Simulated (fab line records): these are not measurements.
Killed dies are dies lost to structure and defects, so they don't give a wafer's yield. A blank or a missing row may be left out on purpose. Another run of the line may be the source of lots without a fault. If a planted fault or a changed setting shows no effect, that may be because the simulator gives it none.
fab line records	flow nand-harc	part 1 of 2: steps 1 to 4 of 6
record: lots: 24	wafers: 72	last-day: 33
route steps=1302 shown A_CHANNEL_HOLE_D2@588 A_STAIRCASE@639
lots that met no fault: taken from a fault-free run of the same line
start-h: the number of hours between the record's first day and the start of the first shown wafer of the lot	wait-h: how many hours have passed since the lot's step before this one	" same as the row above	L1.1+2: a single row standing in for several wafers	- either no value or no given start	* or withheld: withheld	< > ~ a bound
route shown NAME@n: names a module that has steps shown in the file, with the first one's number in the route	usual: mean/standard deviation taken from wafers without a fault	same: alike in all rows	chamber/n: place in a boat	sites: each site's reading	_std_site: the values' standard deviation	_edge_site: inner sites' mean taken away from outer sites' mean	radius-mm: how far each site lies from the wafer's centre	mask NAME#n: copy n	behind: tool/chamber where the wafer was last shaped	hold: why the lot was held/for how many hours/how that ended	device: names the non-switching transistor (n, p or np)	end of line: tests of these same wafers at the route's end	for a step that has no rows: nothing shown but its recipe	killed: dies lost to structure and defects at the first sort, not the wafer's yield	map: a wafer's dies, marking killed ones x, the rest . and places with no die _
set.NAME: the setting that was run; set.NAME@STEP: the one run at that earlier step	model.NAME: the simulator's own value behind a step, which no gauge read
the route's steps for a sample of lots (tables are steps, rows are wafers)
services: when a tool's chamber went out of use (start-h, in hours from the record's first day, below 0 if earlier), for how many hours, and the reason
== steps ==
step: NHARC_A_CHANNEL_HOLE_D2_ETCH_34
recipe: target-depth-a: 1540	time-s: 77	cf4-flow-sccm: 100	chf3-flow-sccm: 30	ar-flow-sccm: 0	rf-w: 500	bias-w: 200	chemistry: CF4/CHF3
usual: drypump-motor-current-A: 5.9/0.4	oes-product-au: 0.955/0.021	rf-vpp-V: 370.8/1.9	showerhead-plenum-p-Torr: 1.58/0.057	throttle-valve-pct: 16.801/0.0094
lot.wafer	tool	chamber	start-h	wait-h	drypump-motor-current-A	oes-product-au	rf-hours-counter-h	rf-vpp-V	showerhead-plenum-p-Torr	throttle-valve-pct
L074.3	rie-diel-01	3	-	-	5.9	0.929	4.2	369.3	1.55	16.786
L074.4	"	3	"	"	5.9	0.932	-	369.5	1.55	16.800
L074.6	"	2	"	"	5.6	0.917	-	369.8	1.56	16.794
L075.2	rie-diel-04	2	-	-	5.0	0.980	5.8	373.1	1.65	16.797
L075.4	"	0	"	"	5.4	0.949	6.2	373.0	1.65	16.790
L075.1	"	1	"	"	5.7	0.979	6.4	369.5	1.58	16.816
L076.4	rie-diel-01	3	-	-	5.9	0.943	5.2	369.7	1.55	16.808
L076.2	"	0	"	"	6.0	0.935	3.7	371.6	1.59	16.797
L076.5	"	3	"	"	5.9	0.941	-	370.6	1.55	16.805
L077.1	rie-diel-01	3	-	-	5.9	0.994	6.6	369.6	1.55	16.811
L077.5	"	3	"	"	5.9	0.990	-	368.9	1.55	16.795
L077.6	"	0	"	"	6.0	0.973	-	371.6	1.59	16.804
L078.1	rie-diel-06	0	-	-	6.0	0.979	0.4	369.9	1.53	16.801
L078.4	"	3	"	"	5.9	0.965	0.4	367.9	1.49	16.805
L078.6	"	0	"	"	6.0	0.982	-	369.6	1.53	16.787
L080.3	rie-diel-04	2	-	-	5.0	0.930	8.5	373.9	1.65	16.798
L080.5	"	0	"	"	5.4	0.926	-	373.2	1.65	16.826
L080.6	"	1	"	"	5.7	0.931	-	370.2	1.58	16.782
L079.2	rie-diel-06	1	-	-	5.9	0.942	1.4	373.8	1.65	16.799
L079.4	"	2	"	"	6.6	0.922	1.5	369.6	1.55	16.785
L079.6	"	0	"	"	6.1	0.929	-	369.4	1.53	16.823
L081.4	rie-diel-06	3	-	-	5.9	0.954	2.2	367.7	1.49	16.803
L081.6	"	2	"	"	6.6	0.960	-	369.3	1.55	16.802
L081.5	"	3	"	"	5.9	0.959	-	367.4	1.49	16.801
L082.2	rie-diel-01	3	-	-	5.9	0.944	9.2	368.7	1.55	16.794
L082.4	"	2	"	"	5.6	0.982	8.5	369.9	1.56	16.815
L082.5	"	0	"	"	6.0	0.928	-	369.3	1.59	16.799
L083.2	rie-diel-04	2	-	-	5.0	0.985	0.3	373.0	1.65	16.791
L083.4	"	3	"	"	6.1	0.968	0.3	372.1	1.68	16.816
L083.6	"	2	"	"	5.0	0.982	-	372.9	1.65	16.785
L084.2	rie-diel-06	0	-	-	6.1	0.959	4.0	369.8	1.53	16.813
L084.1	"	2	"	"	6.6	0.955	3.7	372.4	1.55	16.802
L084.4	"	1	"	"	5.9	0.986	-	372.1	1.65	16.811
L085.3	rie-diel-01	3	-	-	5.9	0.994	1.2	370.2	1.55	16.810
L085.4	"	0	"	"	6.0	0.993	1.1	370.8	1.59	16.797
L085.6	"	3	"	"	5.9	0.992	-	369.9	1.55	16.814
L086.1	rie-diel-06	2	-	-	6.6	0.965	5.5	370.2	1.55	16.793
L086.2	"	3	"	"	5.9	0.976	4.2	369.1	1.49	16.810
L086.6	"	1	"	"	5.9	0.971	-	372.5	1.65	16.790
L087.3	rie-diel-04	0	-	-	5.4	0.951	2.6	373.4	1.65	16.794
L087.2	"	1	"	"	5.7	0.955	2.5	369.9	1.57	16.794
L087.6	"	0	"	"	5.4	0.963	-	372.8	1.65	16.801
L088.2	rie-diel-01	3	-	-	5.9	0.957	3.0	368.9	1.55	16.793
L088.4	"	2	"	"	5.6	0.964	2.6	371.5	1.56	16.803
L088.5	"	0	"	"	6.0	0.953	-	371.0	1.59	16.793
L089.3	rie-diel-04	2	-	-	5.0	0.928	4.7	373.5	1.64	16.813
L089.4	"	3	"	"	6.1	0.938	5.2	375.0	1.68	16.797
L089.5	"	2	"	"	5.0	0.932	-	371.9	1.64	16.801
L090.1	rie-diel-06	1	-	-	5.9	0.998	8.3	372.0	1.65	16.827
L090.6	"	0	"	"	6.1	0.984	-	369.8	1.53	16.802
L090.5	"	1	"	"	5.9	0.987	-	373.1	1.65	16.799
L091.2	rie-diel-04	1	-	-	5.7	0.954	4.9	370.1	1.57	16.801
L091.4	"	2	"	"	5.0	0.961	-	372.0	1.64	16.801
L091.6	"	3	"	"	6.1	0.958	-	374.4	1.68	16.793
L093.1	rie-diel-06	2	-	-	6.6	0.922	8.9	368.9	1.55	16.792
L093.4	"	0	"	"	6.1	0.930	9.4	368.5	1.53	16.803
L093.2	"	1	"	"	5.9	0.931	9.4	372.9	1.65	16.802
L092.3	rie-diel-06	0	-	-	6.1	0.926	10.0	368.7	1.53	16.809
L092.2	"	1	"	"	5.9	0.942	10.1	371.8	1.65	16.796
L092.5	"	3	"	"	5.9	0.929	-	369.7	1.49	16.812
L094.2	rie-diel-04	0	-	-	5.4	0.961	6.3	371.8	1.64	16.810
L094.6	"	0	"	"	5.4	0.968	-	372.2	1.64	16.810
L094.5	"	1	"	"	5.7	0.946	-	369.5	1.57	16.791
L095.3	rie-diel-01	1	-	-	6.3	0.973	7.7	369.9	1.52	16.808
L095.5	"	3	"	"	5.9	0.955	-	368.4	1.55	16.820
L095.6	"	0	"	"	6.0	0.988	-	370.8	1.59	16.794
L096.4	rie-diel-04	1	-	-	5.7	0.968	8.7	371.0	1.57	16.811
L096.6	"	0	"	"	5.4	0.975	-	372.4	1.64	16.791
L096.5	"	1	"	"	5.7	0.967	-	370.0	1.57	16.804
L097.3	rie-diel-01	0	-	-	6.0	0.954	8.1	370.1	1.59	16.792
L097.6	"	0	"	"	6.0	0.945	-	372.0	1.59	16.806
L097.5	"	1	"	"	6.2	0.961	-	368.6	1.52	16.801
step: NHARC_A_CHANNEL_HOLE_D2_ETCH_20
recipe: bias-v: 3000	source-w: withheld	pressure-mtorr: 20	time-s: 361.9	ar-flow-sccm: 375	c4f8-flow-sccm: 89.3	o2-flow-sccm: 35.7	temp-c: -20	target-depth-a: 16000	chemistry: C4F8/O2/Ar
usual: drypump-motor-current-A: 6.3/0.36	showerhead-plenum-p-Torr: 3.69/0.1	throttle-valve-pct: 32.155/0.0095
lot.wafer	tool	chamber	start-h	wait-h	drypump-motor-current-A	rf-hours-counter-h	showerhead-plenum-p-Torr	throttle-valve-pct
L074.4	har-etch-01	0	290.89	0.2	6.6	-	3.70	32.141
L074.3	"	1	"	"	5.7	-	3.67	32.149
L074.6	"	0	"	"	6.6	-	3.70	32.146
L075.1	har-etch-02	1	297.26	0.1	6.2	366	3.56	32.160
L075.2	"	0	"	"	6.6	366	3.73	32.162
L075.4	"	0	"	"	6.6	-	3.73	32.151
L076.2	har-etch-01	0	315.80	0.1	6.6	161	3.69	32.148
L076.4	"	1	"	"	5.7	-	3.66	32.157
L076.5	"	1	"	"	5.7	-	3.66	32.165
L077.1	har-etch-01	0	325.91	0.1	6.6	169	3.69	32.158
L077.5	"	0	"	"	6.5	-	3.69	32.159
L077.6	"	1	"	"	5.7	-	3.66	32.157
L078.1	har-etch-02	1	328.54	0.1	6.2	381	3.55	32.159
L078.4	"	1	"	"	6.2	-	3.55	32.149
L078.6	"	0	"	"	6.6	-	3.72	32.159
L080.3	har-etch-01	0	343.01	0.2	6.6	-	3.69	32.153
L080.5	"	0	"	"	6.6	-	3.69	32.149
L080.6	"	1	"	"	5.7	-	3.65	32.162
L079.2	har-etch-02	1	343.05	0.1	6.2	389	3.55	32.160
L079.4	"	0	"	"	6.6	-	3.72	32.149
L079.6	"	1	"	"	6.2	-	3.55	32.157
L081.4	har-etch-02	0	364.12	0.2	6.6	-	3.71	32.137
L081.5	"	1	"	"	6.2	-	3.54	32.170
L081.6	"	0	"	"	6.6	-	3.71	32.150
L082.2	har-etch-02	1	374.88	0.1	6.2	408	3.54	32.155
L082.4	"	1	"	"	6.2	-	3.54	32.156
L082.5	"	0	"	"	6.6	-	3.70	32.164
L083.2	har-etch-01	1	377.82	0.1	5.7	199	3.64	32.136
L083.4	"	1	"	"	5.7	-	3.64	32.147
L083.6	"	1	"	"	5.7	-	3.64	32.147
L084.2	har-etch-02	0	396.06	0.1	6.6	0	3.70	32.149
L084.1	"	1	"	"	6.2	0	3.93	32.138
L084.4	"	1	"	"	6.2	-	3.93	32.165
L085.3	har-etch-01	1	399.65	0.2	5.7	-	3.63	32.152
L085.4	"	0	"	"	6.6	-	3.66	32.175
L085.6	"	0	"	"	6.6	-	3.66	32.151
L086.1	har-etch-01	0	412.85	0.1	6.5	226	3.66	32.138
L086.2	"	1	"	"	5.7	226	3.63	32.159
L086.6	"	0	"	"	6.5	-	3.66	32.161
L087.2	har-etch-02	0	421.38	0.1	6.6	15	3.69	32.161
L087.3	"	0	"	"	6.6	-	3.69	32.151
L087.6	"	0	"	"	6.6	-	3.69	32.141
L088.2	har-etch-01	1	439.71	0.1	5.7	241	3.62	32.173
L088.4	"	1	"	"	5.7	-	3.62	32.159
L088.5	"	1	"	"	5.7	-	3.62	32.157
L089.4	har-etch-02	1	440.04	0.2	6.2	-	3.92	32.169
L089.3	"	0	"	"	6.6	-	3.69	32.158
L089.5	"	1	"	"	6.2	-	3.92	32.152
L090.1	har-etch-02	1	460.78	0.1	6.2	34	3.91	32.165
L090.5	"	1	"	"	6.2	-	3.91	32.151
L090.6	"	0	"	"	6.6	-	3.68	32.143
L091.2	har-etch-01	0	461.47	0.1	6.6	252	3.64	32.159
L091.4	"	1	"	"	5.7	-	3.61	32.166
L091.6	"	0	"	"	6.6	-	3.64	32.153
L093.1	har-etch-02	0	477.68	0.1	6.6	46	3.68	32.159
L093.2	"	1	"	"	6.2	46	3.91	32.152
L093.4	"	0	"	"	6.6	-	3.68	32.151
L092.2	har-etch-01	1	479.61	0.1	5.7	264	3.61	32.161
L092.3	"	1	"	"	5.7	-	3.61	32.157
L092.5	"	0	"	"	6.5	-	3.64	32.151
L094.2	har-etch-02	0	494.18	0.1	6.6	58	3.67	32.155
L094.6	"	0	"	"	6.6	-	3.67	32.148
L094.5	"	1	"	"	6.2	-	3.90	32.139
L095.3	har-etch-01	0	504.77	0.2	6.6	-	3.63	32.153
L095.5	"	1	"	"	5.7	-	3.60	32.150
L095.6	"	0	"	"	6.6	-	3.63	32.144
L096.4	har-etch-01	0	516.87	0.2	6.6	-	3.63	32.152
L096.5	"	1	"	"	5.7	-	3.59	32.141
L096.6	"	0	"	"	6.6	-	3.63	32.162
L097.3	har-etch-02	0	520.84	0.2	6.6	-	3.66	32.141
L097.6	"	0	"	"	6.6	-	3.66	32.166
L097.5	"	1	"	"	6.2	-	3.89	32.151
step: NHARC_A_CHANNEL_HOLE_D2_ETCH_23
recipe: bias-v: 5000	source-w: withheld	pressure-mtorr: 20	time-s: 819	ar-flow-sccm: 375	c4f8-flow-sccm: 89.3	o2-flow-sccm: 35.7	temp-c: -20	target-depth-a: 16000	chemistry: C4F8/O2/Ar
usual: drypump-motor-current-A: 6.3/0.36	showerhead-plenum-p-Torr: 3.69/0.1	throttle-valve-pct: 32.154/0.0088
lot.wafer	tool	chamber	start-h	wait-h	drypump-motor-current-A	rf-hours-counter-h	showerhead-plenum-p-Torr	throttle-valve-pct
L074.4	har-etch-01	0	292.34	0.5	6.6	-	3.70	32.173
L074.3	"	1	"	"	5.7	-	3.67	32.146
L074.6	"	0	"	"	6.5	-	3.70	32.149
L075.1	har-etch-02	1	298.59	0.5	6.2	367	3.56	32.158
L075.2	"	0	"	"	6.6	367	3.73	32.156
L075.4	"	0	"	"	6.6	-	3.73	32.152
L076.2	har-etch-01	0	317.19	0.5	6.6	163	3.69	32.154
L076.4	"	1	"	"	5.7	-	3.66	32.155
L076.5	"	1	"	"	5.7	-	3.66	32.164
L077.1	har-etch-01	0	327.22	0.5	6.5	170	3.69	32.151
L077.5	"	0	"	"	6.6	-	3.69	32.159
L077.6	"	1	"	"	5.7	-	3.66	32.165
L078.1	har-etch-02	1	329.93	0.5	6.2	382	3.55	32.152
L078.4	"	1	"	"	6.2	-	3.55	32.163
L078.6	"	0	"	"	6.6	-	3.72	32.150
L079.2	har-etch-02	1	344.37	0.5	6.2	390	3.55	32.162
L079.4	"	0	"	"	6.6	-	3.71	32.144
L079.6	"	1	"	"	6.2	-	3.55	32.165
L080.3	har-etch-01	0	344.46	0.5	6.6	-	3.69	32.139
L080.5	"	0	"	"	6.5	-	3.69	32.169
L080.6	"	1	"	"	5.7	-	3.65	32.164
L081.4	har-etch-02	0	365.63	0.5	6.6	-	3.71	32.165
L081.5	"	1	"	"	6.2	-	3.54	32.161
L081.6	"	0	"	"	6.6	-	3.71	32.143
L082.2	har-etch-02	1	376.21	0.5	6.2	409	3.54	32.155
L082.4	"	1	"	"	6.2	-	3.54	32.154
L082.5	"	0	"	"	6.6	-	3.70	32.152
L083.2	har-etch-01	1	379.15	0.5	5.7	201	3.64	32.144
L083.4	"	1	"	"	5.7	-	3.64	32.150
L083.6	"	1	"	"	5.7	-	3.64	32.144
L084.2	har-etch-02	0	397.37	0.5	6.6	1	3.70	32.152
L084.1	"	1	"	"	6.2	1	3.93	32.162
L084.4	"	1	"	"	6.2	-	3.93	32.135
L085.3	har-etch-01	1	401.09	0.5	5.7	-	3.63	32.157
L085.4	"	0	"	"	6.6	-	3.66	32.158
L085.6	"	0	"	"	6.6	-	3.66	32.160
L086.1	har-etch-01	0	414.17	0.5	6.6	227	3.66	32.147
L086.2	"	1	"	"	5.7	227	3.63	32.144
L086.6	"	0	"	"	6.6	-	3.66	32.153
L087.2	har-etch-02	0	422.77	0.5	6.6	17	3.69	32.166
L087.3	"	0	"	"	6.6	-	3.69	32.171
L087.6	"	0	"	"	6.6	-	3.69	32.145
L088.2	har-etch-01	1	441.11	0.5	5.7	242	3.62	32.159
L088.4	"	1	"	"	5.7	-	3.62	32.145
L088.5	"	1	"	"	5.7	-	3.62	32.159
L089.4	har-etch-02	1	441.49	0.5	6.2	-	3.92	32.153
L089.3	"	0	"	"	6.6	-	3.69	32.156
L089.5	"	1	"	"	6.2	-	3.92	32.160
L090.1	har-etch-02	1	462.10	0.5	6.2	36	3.91	32.162
L090.5	"	1	"	"	6.2	-	3.91	32.153
L090.6	"	0	"	"	6.6	-	3.68	32.156
L091.2	har-etch-01	0	462.86	0.5	6.6	254	3.64	32.158
L091.4	"	1	"	"	5.7	-	3.61	32.156
L091.6	"	0	"	"	6.6	-	3.64	32.158
L093.1	har-etch-02	0	479.00	0.5	6.6	48	3.68	32.159
L093.2	"	1	"	"	6.2	48	3.91	32.154
L093.4	"	0	"	"	6.6	-	3.68	32.165
L092.2	har-etch-01	1	481.00	0.5	5.7	265	3.61	32.147
L092.3	"	1	"	"	5.7	-	3.61	32.147
L092.5	"	0	"	"	6.5	-	3.64	32.156
L094.2	har-etch-02	0	495.51	0.5	6.6	59	3.67	32.138
L094.6	"	0	"	"	6.6	-	3.67	32.159
L094.5	"	1	"	"	6.2	-	3.90	32.147
L095.3	har-etch-01	0	506.27	0.5	6.6	-	3.63	32.156
L095.5	"	1	"	"	5.7	-	3.60	32.164
L095.6	"	0	"	"	6.6	-	3.63	32.145
L096.4	har-etch-01	0	518.40	0.5	6.6	-	3.63	32.159
L096.5	"	1	"	"	5.7	-	3.59	32.133
L096.6	"	0	"	"	6.6	-	3.63	32.166
L097.3	har-etch-02	0	522.30	0.5	6.6	-	3.66	32.156
L097.6	"	0	"	"	6.6	-	3.66	32.166
L097.5	"	1	"	"	6.2	-	3.89	32.155
step: NHARC_A_CHANNEL_HOLE_D2_ETCH_25
recipe: bias-v: 5000	source-w: withheld	pressure-mtorr: 20	time-s: 1040.2	ar-flow-sccm: 375	c4f8-flow-sccm: 93.8	o2-flow-sccm: 31.2	temp-c: -20	target-depth-a: 15000	chemistry: C4F8/O2/Ar
usual: drypump-motor-current-A: 6.3/0.36	showerhead-plenum-p-Torr: 3.68/0.1	throttle-valve-pct: 32.235/0.0099
lot.wafer	tool	chamber	start-h	wait-h	drypump-motor-current-A	rf-hours-counter-h	showerhead-plenum-p-Torr	throttle-valve-pct
L074.4	har-etch-01	0	293.87	0.7	6.5	-	3.69	32.230
L074.3	"	1	"	"	5.7	-	3.66	32.230
L074.6	"	0	"	"	6.6	-	3.69	32.211
L075.1	har-etch-02	1	300.04	0.6	6.2	368	3.56	32.243
L075.2	"	0	"	"	6.6	368	3.72	32.239
L075.4	"	0	"	"	6.6	-	3.72	32.225
L076.2	har-etch-01	0	318.66	0.6	6.6	164	3.69	32.245
L076.4	"	1	"	"	5.7	-	3.66	32.224
L076.5	"	1	"	"	5.7	-	3.66	32.243
L077.1	har-etch-01	0	328.69	0.6	6.6	172	3.68	32.222
L077.5	"	0	"	"	6.5	-	3.68	32.238
L077.6	"	1	"	"	5.7	-	3.65	32.224
L078.1	har-etch-02	1	331.43	0.7	6.2	384	3.55	32.242
L078.4	"	1	"	"	6.2	-	3.55	32.230
L078.6	"	0	"	"	6.6	-	3.71	32.231
L079.2	har-etch-02	1	345.83	0.6	6.2	391	3.54	32.231
L079.4	"	0	"	"	6.6	-	3.71	32.248
L079.6	"	1	"	"	6.2	-	3.54	32.238
L080.3	har-etch-01	0	346.00	0.7	6.6	-	3.68	32.240
L080.5	"	0	"	"	6.6	-	3.68	32.222
L080.6	"	1	"	"	5.7	-	3.65	32.216
L081.4	har-etch-02	0	367.19	0.7	6.6	-	3.70	32.224
L081.5	"	1	"	"	6.2	-	3.54	32.240
L081.6	"	0	"	"	6.6	-	3.70	32.220
L082.2	har-etch-02	1	377.67	0.6	6.2	411	3.53	32.226
L082.4	"	1	"	"	6.2	-	3.53	32.235
L082.5	"	0	"	"	6.6	-	3.70	32.242
L083.2	har-etch-01	1	380.62	0.6	5.7	202	3.64	32.228
L083.4	"	1	"	"	5.7	-	3.64	32.229
L083.6	"	1	"	"	5.7	-	3.64	32.242
L084.2	har-etch-02	0	398.82	0.6	6.6	3	3.70	32.218
L084.1	"	1	"	"	6.2	3	3.93	32.239
L084.4	"	1	"	"	6.2	-	3.93	32.242
L085.3	har-etch-01	1	402.63	0.7	5.7	-	3.63	32.240
L085.4	"	0	"	"	6.6	-	3.66	32.241
L085.6	"	0	"	"	6.5	-	3.66	32.228
L086.1	har-etch-01	0	415.63	0.6	6.5	229	3.65	32.225
L086.2	"	1	"	"	5.7	229	3.62	32.232
L086.6	"	0	"	"	6.6	-	3.65	32.219
L087.2	har-etch-02	0	424.27	0.7	6.6	18	3.69	32.234
L087.3	"	0	"	"	6.6	-	3.69	32.238
L087.6	"	0	"	"	6.6	-	3.69	32.225
L088.2	har-etch-01	1	442.59	0.7	5.7	244	3.61	32.234
L088.4	"	1	"	"	5.7	-	3.61	32.248
L088.5	"	1	"	"	5.7	-	3.61	32.234
L089.4	har-etch-02	1	443.01	0.7	6.2	-	3.91	32.253
L089.3	"	0	"	"	6.6	-	3.68	32.235
L089.5	"	1	"	"	6.2	-	3.91	32.232
L090.1	har-etch-02	1	463.54	0.6	6.2	37	3.91	32.222
L090.5	"	1	"	"	6.2	-	3.91	32.240
L090.6	"	0	"	"	6.6	-	3.68	32.263
L091.2	har-etch-01	0	464.36	0.7	6.6	255	3.64	32.241
L091.4	"	1	"	"	5.7	-	3.61	32.237
L091.6	"	0	"	"	6.6	-	3.64	32.219
L093.1	har-etch-02	0	480.47	0.6	6.6	49	3.67	32.259
L093.2	"	1	"	"	6.2	49	3.90	32.229
L093.4	"	0	"	"	6.6	-	3.67	32.236
L092.2	har-etch-01	1	482.49	0.7	5.7	267	3.60	32.246
L092.3	"	1	"	"	5.7	-	3.60	32.223
L092.5	"	0	"	"	6.6	-	3.63	32.233
L094.2	har-etch-02	0	496.97	0.6	6.6	60	3.66	32.237
L094.6	"	0	"	"	6.6	-	3.67	32.233
L094.5	"	1	"	"	6.2	-	3.89	32.243
L095.3	har-etch-01	0	507.81	0.7	6.5	-	3.62	32.232
L095.5	"	1	"	"	5.7	-	3.59	32.227
L095.6	"	0	"	"	6.6	-	3.62	32.237
L096.4	har-etch-01	0	519.96	0.7	6.6	-	3.62	32.254
L096.5	"	1	"	"	5.7	-	3.59	32.253
L096.6	"	0	"	"	6.6	-	3.62	32.227
L097.3	har-etch-02	0	523.82	0.7	6.6	-	3.66	32.232
L097.6	"	0	"	"	6.6	-	3.66	32.247
L097.5	"	1	"	"	6.2	-	3.88	32.226
